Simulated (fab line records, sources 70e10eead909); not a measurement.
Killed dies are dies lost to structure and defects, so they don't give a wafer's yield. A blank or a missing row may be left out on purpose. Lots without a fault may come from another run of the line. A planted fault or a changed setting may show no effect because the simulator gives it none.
Chamber matching | flow nand_harc | NHARC_A_CONTACT_ETCH_110 on rie_diel-04: 4 sister chambers
The step etches the open film in CF4/O2, target depth 60 nm, overetch 6 nm, time 33 s. 4 wafers are shown with their chamber, then 7 later ones without.

WAFERS WITH THEIR CHAMBER
wafer  | chamber | rf_vpp_V (V)
L074.5 | 2       | 196.2
L078.2 | 0       | 199.7
L079.1 | 1       | 197.0
L079.3 | 3       | 196.3

WAFERS WITHOUT THEIR CHAMBER
wafer  | rf_vpp_V (V)
L079.4 | 198.2
L087.2 | 197.5
L087.5 | 197.2
L087.6 | 197.9
L093.3 | 196.4
L093.4 | 196.3
L093.5 | 195.0

WHICH CHAMBER EACH WENT THROUGH
wafer  | from the rows above               | in truth
L079.4 | can't be placed: 1 or 0 or 3 or 2 | 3
L087.2 | can't be placed: 1 or 3 or 2      | 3
L087.5 | can't be placed: 1 or 3 or 2      | 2
L087.6 | can't be placed: 1 or 3 or 2 or 0 | 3
L093.3 | can't be placed: 3 or 2 or 1      | 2
L093.4 | can't be placed: 3 or 2 or 1      | 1
L093.5 | can't be placed: 2 or 3 or 1      | 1
Placed correctly: 0 of 7. Can't be placed from these rows: 7 (the true chamber is among the candidates in 7). Placed wrongly: 0.
How it was worked out, from the rows above alone: a wafer's distance from a chamber is the root of the sum, over the readings, of the square of ((its reading less the chamber's mean) divided by the reading's scatter). The wafer belongs to the nearest chamber; if the next one is less than 2 further off, it can't be placed. A chamber's mean is the mean of its shown wafers. The scatter: with one shown wafer a chamber, the root of the mean of the squares of how far each hidden wafer lies from its nearest shown one.
